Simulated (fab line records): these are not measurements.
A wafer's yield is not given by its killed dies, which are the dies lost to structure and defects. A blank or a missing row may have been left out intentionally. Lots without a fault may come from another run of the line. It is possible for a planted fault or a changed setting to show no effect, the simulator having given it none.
Split-lot experiment | flow n5_finfet | route with 1938 steps; 7 lots, 39 wafers read

## THE SPLIT ITSELF
At N5_HKMG_FIN_ETCH_32 (etches SOC in N2/H2, target depth 240 nm, time 300 s), the setting source_w was moved away from the recipe's 840 W on 9 of the 39 wafers read, by +7.1% to +15.3%. The other wafers ran this setting at the recipe's value.

The reading comes from the split's own step.

## THE READING
rf_vpp_V, in V, at N5_HKMG_FIN_ETCH_32 (etches SOC in N2/H2, target depth 240 nm, time 300 s). Typical for fault-free wafers on this fab line: 525.1 V, with standard deviation 1.8 V.

wafer  | tool, chamber at the split | source_w as run, W | against the recipe | rf_vpp_V, V | against lot-mates on the recipe
L074.1 | rie_diel-06, 3             | 840                | recipe             | 524.7       | -
L074.2 | rie_diel-06, 0             | 840                | recipe             | 525.2       | -
L074.3 | rie_diel-06, 2             | 840                | recipe             | 525.0       | -
L074.4 | rie_diel-06, 1             | 840                | recipe             | 527.0       | -
L074.5 | rie_diel-06, 1             | 840                | recipe             | 528.2       | -
L074.6 | rie_diel-06, 0             | 840                | recipe             | 525.0       | -
L083.1 | rie_diel-06, 2             | 840                | recipe             | 525.2       | -
L083.2 | rie_diel-06, 3             | 840                | recipe             | 522.9       | -
L083.3 | rie_diel-06, 0             | 840                | recipe             | 522.9       | -
L083.4 | rie_diel-06, 1             | 840                | recipe             | 526.8       | -
L083.5 | rie_diel-06, 1             | 840                | recipe             | 526.1       | -
L083.6 | rie_diel-06, 2             | 840                | recipe             | 524.5       | -
L085.1 | rie_diel-05, 1             | 840                | recipe             | 526.5       | -
L085.2 | rie_diel-05, 0             | 899.4              | +7.1%              | 510.5       | -15.8
L085.3 | rie_diel-05, 2             | 899.4              | +7.1%              | 513.9       | -12.4
L085.4 | rie_diel-05, 3             | 840                | recipe             | 526.0       | -
L085.5 | rie_diel-05, 2             | 840                | recipe             | 526.3       | -
L085.6 | rie_diel-05, 1             | 899.4              | +7.1%              | 512.7       | -13.6
L086.1 | rie_diel-05, 1             | 840                | recipe             | 525.0       | -
L086.2 | rie_diel-05, 3             | 840                | recipe             | 526.2       | -
L086.3 | rie_diel-05, 0             | 840                | recipe             | 523.7       | -
L086.4 | rie_diel-05, 2             | 840                | recipe             | 527.2       | -
L086.5 | rie_diel-05, 1             | 840                | recipe             | 523.7       | -
L086.6 | rie_diel-05, 2             | 840                | recipe             | 525.7       | -
L088.1 | rie_diel-06, 3             | 840                | recipe             | 525.5       | -
L088.2 | rie_diel-06, 0             | 840                | recipe             | 522.7       | -
L088.3 | rie_diel-06, 2             | 918                | +9.3%              | 508.6       | -15.4
L088.4 | rie_diel-06, 2             | 918                | +9.3%              | 508.9       | -15.1
L088.5 | rie_diel-06, 3             | 918                | +9.3%              | 508.8       | -15.2
L088.6 | rie_diel-06, 0             | 840                | recipe             | 523.7       | -
L092.1 | rie_diel-02, 2             | 840                | recipe             | 523.8       | -
L092.3 | rie_diel-02, 1             | 840                | recipe             | 520.9       | -
L092.4 | rie_diel-02, 0             | 840                | recipe             | 527.5       | -
L094.1 | rie_diel-06, 0             | 968.1              | +15.3%             | 499.0       | -26.4
L094.2 | rie_diel-06, 3             | 968.1              | +15.3%             | 499.7       | -25.7
L094.3 | rie_diel-06, 2             | 968.1              | +15.3%             | 500.7       | -24.7
L094.4 | rie_diel-06, 1             | 840                | recipe             | 525.4       | -
L094.5 | rie_diel-06, 2             | 840                | recipe             | 525.9       | -
L094.6 | rie_diel-06, 1             | 840                | recipe             | 524.9       | -

THE FIT
A straight line over all 39 wafers: rf_vpp_V changes by -1.7 V for each +1% of source_w; r = -0.98; the points scatter about the line by 1.5 V.
The same after taking each lot's own level away (the mean of its wafers on the recipe; 39 wafers): -1.7 V for each +1%; r = -0.98; scatter 1.5 V.
According to that fit, moving source_w by its largest amount changes the reading by 26 V.
The span of the lots' own levels, 523.97 to 526.27 V, comes to 1.3 times the standard deviation stated above.
The two slopes agree, so the slope changes little with the lot-to-lot level.
Check: for one of the wafers moved furthest among these (+15.3%), held out of the fit, the line's prediction against its lot-mates is -25.9 V. Against them it came out at -26.4 V.
Tool readings at the split's step, against how far the setting was moved: rf_vpp_V r = -0.98.

## THESE WAFERS: OTHER SPLITS
Note: prior to the reading, these wafers also went through further splits. Each is held against what the fit with the lots' levels taken away leaves over:
other split on the same wafers | wafers away from the commonest value | r with rf_vpp_V (lot level and that fit taken away)
N5_SD_EPI_N_ETCH_35 source_w   | 9                                    | +0.05
N5_HKMG_FIN_CVD_62 temp_c      | 15                                   | +0.15

## THE WHOLE CHAIN: every reading that the file lists as answering this split, in the file's order
step                | what it does                                         | reading                                                                    | change (the file's fit)              | r (the file's)
N5_HKMG_FIN_ETCH_32 | etches SOC in N2/H2, target depth 240 nm, time 300 s | rf_vpp_V                                                                   | -1.71 V for each +1% of the setting  | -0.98
N5_HKMG_FIN_ETCH_32 | etches SOC in N2/H2, target depth 240 nm, time 300 s | etch.depth_nm (the simulator's own value, which no gauge read)             | +2.01 nm for each +1% of the setting | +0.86
N5_HKMG_FIN_ETCH_32 | etches SOC in N2/H2, target depth 240 nm, time 300 s | HKMG_FIN.feature_depth_nm (the simulator's own value, which no gauge read) | +2 nm for each +1% of the setting    | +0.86

## FILE'S OWN FIT
rf_vpp_V changes by -1.71 V for each +1% of source_w, r = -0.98.
